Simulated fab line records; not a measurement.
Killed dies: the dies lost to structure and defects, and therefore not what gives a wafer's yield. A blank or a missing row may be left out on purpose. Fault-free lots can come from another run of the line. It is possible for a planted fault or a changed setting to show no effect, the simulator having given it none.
Matching of chambers -- flow n5 finfet -- 3 sister chambers for N5_BEOL_M10_CURE_72 on uv cure-01
The step cures SiCOH lowk, time 120 s. 6 wafers are shown with their chamber, then 9 later ones without.

== WAFERS WITH THEIR CHAMBER ==
wafer,chamber,wafer_temp_C_max,lamp power pct (%)
L074.4,0,373.0,52.38
L074.5,0,373.2,52.32
L082.3,1,372.4,52.26
L082.6,1,373.6,52.37
L085.4,2,371.3,52.32
L085.6,2,371.1,52.25

== WAFERS WITHOUT THEIR CHAMBER ==
wafer,wafer_temp_C_max,lamp power pct (%)
L087.1,370.7,52.31
L087.4,371.1,52.39
L087.5,371.1,52.26
L090.1,371.8,52.39
L090.2,372.0,52.33
L090.5,372.4,52.31
L096.1,371.1,52.42
L096.3,371.6,52.31
L096.5,370.8,52.23

== CHAMBER TAKEN BY EACH ==
wafer,from the rows above,in truth
L087.1,2,2
L087.4,2,2
L087.5,2,2
L090.1,can't be placed: 2 or 0 or 1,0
L090.2,can't be placed: 2 or 1 or 0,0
L090.5,can't be placed: 1 or 0 or 2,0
L096.1,can't be placed: 2 or 0 or 1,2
L096.3,can't be placed: 2 or 1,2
L096.5,2,2
Placed correctly: 4 of 9. Can't be placed from these rows: 5 (the true chamber is among the candidates in 5). Placed wrongly: 0.
How it was worked out, from the rows above alone: a wafer's distance from a chamber is the root of the sum, over the readings, of the square of ((its reading less the chamber's mean) divided by the reading's scatter). If the next closest chamber is less than 2 further off than the closest, the wafer can't be placed; otherwise it belongs to the closest. For every chamber, the mean is computed from those of its wafers that are shown. The scatter is the square root of a quotient: the sum, over the shown wafers, of each reading's squared deviation from its chamber's mean, divided by wafers minus chambers.
